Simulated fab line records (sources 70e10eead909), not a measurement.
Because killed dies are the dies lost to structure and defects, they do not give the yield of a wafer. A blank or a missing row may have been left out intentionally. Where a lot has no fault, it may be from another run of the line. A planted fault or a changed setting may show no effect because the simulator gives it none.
Comparing a struck lot with a sound one	flow nand-harc	14 out of 1159 route steps
Sound: wafers L423.1, L423.3, L423.6. Struck: wafer L438.2 (L438.5, L438.6, from the same lot, were not struck and are left out); the cause is given at the end.
Each step with rows lists, per side, the tool, then ch with its chambers, then its first start. Under that, the readings that differ: sound wafers	struck wafers	difference of the means	sigmas: that difference in standard deviations of wafers without a fault.
alike: words and numbers the same on both sides, and readings whose means are apart by under 2 such deviations; not compared: readings that were withheld, readings missing a value for some wafer, numbers with overlapping values and no deviation given by the record, and bounds like >300 which may hide the same value.
Wherever a step has rows on one side only, a row that says differs or no value, or a row with sigmas, the two part there. Non-overlapping numbers with no deviation appear without sigmas and do not part them. A reading that every wafer of one side lacks parts them only if that side has two wafers or more.

NHARC_A_STAIRCASE_TRIM_222: chemistry O2, time 211.2 s.
  sound on rie-diel-04 ch 1,2,3; struck on rie-diel-13 ch 0
reading	sound	struck	difference	sigmas
rf-vpp-V (V)	58.4 57.9 58.1	56.3	-1.8	-2
  alike: chamber-pressure-mTorr, drypump-motor-current-A, oes-product-au, showerhead-plenum-p-Torr, throttle-valve-pct
  not compared: rf-hours-counter-h
NHARC_A_STAIRCASE_ETCH_223: etches the open film in C4F8/O2, target depth 100 nm, time 40.5 s.
  sound on rie-diel-04 ch 0,2,3; struck on rie-diel-13 ch 0
  alike: bias-w, chamber-pressure-mTorr, oes-product-au, rf-vpp-V
  not compared: rf-hours-counter-h
then, 1 step without rows for these wafers: NHARC_A_STAIRCASE_TRIM_224 (chemistry O2, time 211.2 s).
NHARC_A_STAIRCASE_ETCH_225: etches the open film in C4F8/O2, target depth 100 nm, time 40.5 s.
  sound on rie-diel-04 ch 0,3; struck on rie-diel-13 ch 2
  alike: bias-w, chamber-pressure-mTorr, oes-product-au, rf-vpp-V
  not compared: rf-hours-counter-h
then, 1 step without rows for these wafers: NHARC_A_STAIRCASE_TRIM_226 (chemistry O2, time 211.2 s).
NHARC_A_STAIRCASE_ETCH_227: etches the open film in C4F8/O2, target depth 100 nm, time 40.5 s.
  sound on rie-diel-04 ch 0,1,2; struck on rie-diel-13 ch 1
  alike: bias-w, chamber-pressure-mTorr, oes-product-au, rf-vpp-V
  not compared: rf-hours-counter-h
NHARC_A_STAIRCASE_TRIM_229: chemistry O2, time 211.2 s.
  sound on rie-diel-13 ch 0,2,3, day 12 08:40; struck on rie-diel-13 ch 3, day 15 14:05
  alike: chamber-pressure-mTorr, drypump-motor-current-A, oes-product-au, rf-vpp-V, showerhead-plenum-p-Torr, throttle-valve-pct
  not compared: rf-hours-counter-h
then, 4 steps without rows for these wafers: NHARC_A_STAIRCASE_ETCH_230 (etches the open film in C4F8/O2, target depth 100 nm, time 40.5 s); NHARC_A_STAIRCASE_TRIM_231 (chemistry O2, time 211.2 s); NHARC_A_STAIRCASE_ETCH_232 (etches the open film in C4F8/O2, target depth 100 nm, time 40.5 s); NHARC_A_STAIRCASE_TRIM_233 (chemistry O2, time 211.2 s).
NHARC_A_STAIRCASE_ETCH_234: etches the open film in C4F8/O2, target depth 100 nm, time 40.5 s.
  sound on rie-diel-13 ch 0,2, day 12 09:40; struck on rie-diel-13 ch 0, day 15 15:13
reading	sound	struck	difference	sigmas
oes-product-au (a.u.)	0.921 0.945 0.932	1.130	+0.197	+18
  alike: bias-w, chamber-pressure-mTorr, rf-vpp-V
  not compared: rf-hours-counter-h
then, 1 step without rows for these wafers: NHARC_A_STAIRCASE_TRIM_235 (chemistry O2, time 211.2 s).
-- break in the record here, with 8 days between the starts of the struck wafers on either side (left off in module A_STAIRCASE, picked up again in module END, where the first step shown is number 1159 on the route) --
NHARC_END_SORT_01:
  sound on prober-02 ch 0, day 20 08:45; struck on prober-01 ch 0, day 23 21:06
reading	sound	struck	difference	sigmas
hold	- - -	await-dispo/6.4h/release	no value on the sound wafers	
killed-at-array	21 20 25	669	+647	+65
killed-dies	25 24 28	677	+651	+59
  alike: killed-at-other, killed-at-periphery, killed-open, killed-short

## WHERE THEY PART
At NHARC_A_STAIRCASE_TRIM_222 first; at NHARC_END_SORT_01 last (within this record only).

WHY: the cause the simulator had injected
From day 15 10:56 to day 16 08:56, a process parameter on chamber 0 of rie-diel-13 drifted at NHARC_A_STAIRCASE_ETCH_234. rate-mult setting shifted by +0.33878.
